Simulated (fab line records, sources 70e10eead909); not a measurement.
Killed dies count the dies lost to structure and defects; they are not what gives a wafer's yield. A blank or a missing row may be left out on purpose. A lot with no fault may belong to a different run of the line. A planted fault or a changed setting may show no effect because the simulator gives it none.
A lot that was struck, set against a sound lot    flow nand harc    33 steps out of a route of 1159
Sound: wafers L419.2, L419.4, L419.5. Wafers struck: L423.1, L423.3, L423.6. The cause comes at the end.
Each step with rows lists, per side, the tool, then ch with its chambers, then its first start. Under that, the readings that differ: sound wafers    struck wafers    difference of the means    sigmas: that difference in standard deviations of wafers without a fault.
alike: readings with means less than 2 such deviations apart, plus words and numbers identical on both sides. not compared: withheld readings, readings lacking a value on some wafer, bounds such as >300 that could conceal the same value, and numbers that have no deviation in the record and whose values overlap.
The two part at a step that has a row with sigmas, a row that says differs or no value, or rows on one side only. Non-overlapping numbers with no deviation appear without sigmas and do not part them. A reading missing from all wafers of one side parts the sides only when that side holds two or more wafers.

first, 9 steps without rows for these wafers: NHARC_A_CHANNEL_HOLE_D1_COAT_36 (time 75 s); NHARC_A_CHANNEL_HOLE_D1_COAT_37 (time 65 s); NHARC_A_CHANNEL_HOLE_D1_COAT_04 (resist thk 90 nm); NHARC_A_CHANNEL_HOLE_D1_SOFTBAKE_05 (time 55 s); NHARC_A_CHANNEL_HOLE_D1_EBR_06; NHARC_A_CHANNEL_HOLE_D1_EXPOSE_07 (exposes mask HOLE D1, target cd 100 nm); NHARC_A_CHANNEL_HOLE_D1_PEB_08 (peb time 65 s); NHARC_A_CHANNEL_HOLE_D1_DEVELOP_09 (develop time 35 s); NHARC_A_CHANNEL_HOLE_D1_DESCUM_15 (chemistry O2, time 3 s).
NHARC_A_CHANNEL_HOLE_D1_ETCH_38: etches the open film in CF4, target depth 39 nm, time 65 s.
  sound on rie diel-10 ch 1,2,3, day 10 00:43; struck on rie diel-10 ch 0,2, day 11 08:15
  alike: drypump motor current A, mfc ar sccm, oes product au, rf vpp V, showerhead plenum p Torr, throttle valve pct
  not compared: rf hours counter h
then, 20 steps without rows for these wafers: NHARC_A_CHANNEL_HOLE_D1_ETCH_39 (etches the open film in N2/H2, target depth 260 nm, time 325 s); NHARC_A_CHANNEL_HOLE_D1_ETCH_34 (etches the open film in CF4/CHF3, target depth 154 nm, time 77 s); NHARC_A_CHANNEL_HOLE_D1_ETCH_16 (etches the open film in O2/COS, target depth 3100 nm, time 806 s); NHARC_A_CHANNEL_HOLE_D1_ETCH_19 (etches the open film in C4F8/O2/Ar, time 34.5 s); NHARC_A_CHANNEL_HOLE_D1_ETCH_20 (etches the open film in C4F8/O2/Ar, time 361.9 s, target depth 1600 nm); NHARC_A_CHANNEL_HOLE_D1_ETCH_21 (etches the open film in C4F8/O2/Ar, time 514.3 s, target depth 1600 nm); NHARC_A_CHANNEL_HOLE_D1_ETCH_22 (etches the open film in C4F8/O2/Ar, time 666.7 s, target depth 1600 nm); NHARC_A_CHANNEL_HOLE_D1_ETCH_23 (etches the open film in C4F8/O2/Ar, time 819 s, target depth 1600 nm); NHARC_A_CHANNEL_HOLE_D1_ETCH_24 (etches the open film in C4F8/O2/Ar, time 906.2 s, target depth 1500 nm); NHARC_A_CHANNEL_HOLE_D1_ETCH_25 (etches the open film in C4F8/O2/Ar, time 1040.2 s, target depth 1500 nm); NHARC_A_CHANNEL_HOLE_D1_ETCH_26 (etches the open film in C4F8/O2/Ar, time 224.1 s, target depth 300 nm); NHARC_A_CHANNEL_HOLE_D1_ETCH_33 (etches the open film in C4F8/O2/Ar, time 90 s, target depth 400 nm); NHARC_A_CHANNEL_HOLE_D1_STRIP_41 (strips in N2/H2); NHARC_A_CHANNEL_HOLE_D1_STRIP_42 (strips in CF4/CHF3); NHARC_A_CHANNEL_HOLE_D1_STRIP_43 (strips in O2/COS); NHARC_A_CHANNEL_HOLE_D1_ETCH_44 (etches the open film in CF4/O2, target depth 140 nm, overetch 14 nm, time 77 s); NHARC_A_CHANNEL_HOLE_D1_STRIP_27 (strips in O2); NHARC_A_CHANNEL_HOLE_D1_PRECLEAN_28 (cleans in SC1); NHARC_A_CHANNEL_HOLE_D1_SRD_29; NHARC_A_CHANNEL_HOLE_D1_XSEM_31.
NHARC_A_CHANNEL_HOLE_D1_INSPECT_40:
  sound on defect inspect-02 at day 10 08:07; struck on defect inspect-02 at day 11 15:13
reading           sound     struck       difference  sigmas
raw defect count  59 71 44  303 285 336  +250        +16
then, 1 step without rows for these wafers: NHARC_A_CHANNEL_FILL_D1_PRECLEAN_00 (cleans in SC1).
-- the record jumps here: 11 days lie between the struck wafers' starts before and after (it left off in module A_CHANNEL_FILL_D1 and takes up again in module END, whose first step shown is number 1159 of the route) --
NHARC_END_SORT_01:
  sound on prober-02 ch 0, day 21 16:16; struck on prober-02 ch 0, day 22 07:50
reading          sound     struck     difference  sigmas
killed at array  19 22 23  115 92 96  +80         +8
killed dies      20 24 26  117 96 98  +80         +9
  alike: killed at periphery, killed open, killed short

## WHERE THEY PART
Earliest at NHARC_A_CHANNEL_HOLE_D1_INSPECT_40; latest, in this record, at NHARC_END_SORT_01.

WHY: whatever the simulator had introduced
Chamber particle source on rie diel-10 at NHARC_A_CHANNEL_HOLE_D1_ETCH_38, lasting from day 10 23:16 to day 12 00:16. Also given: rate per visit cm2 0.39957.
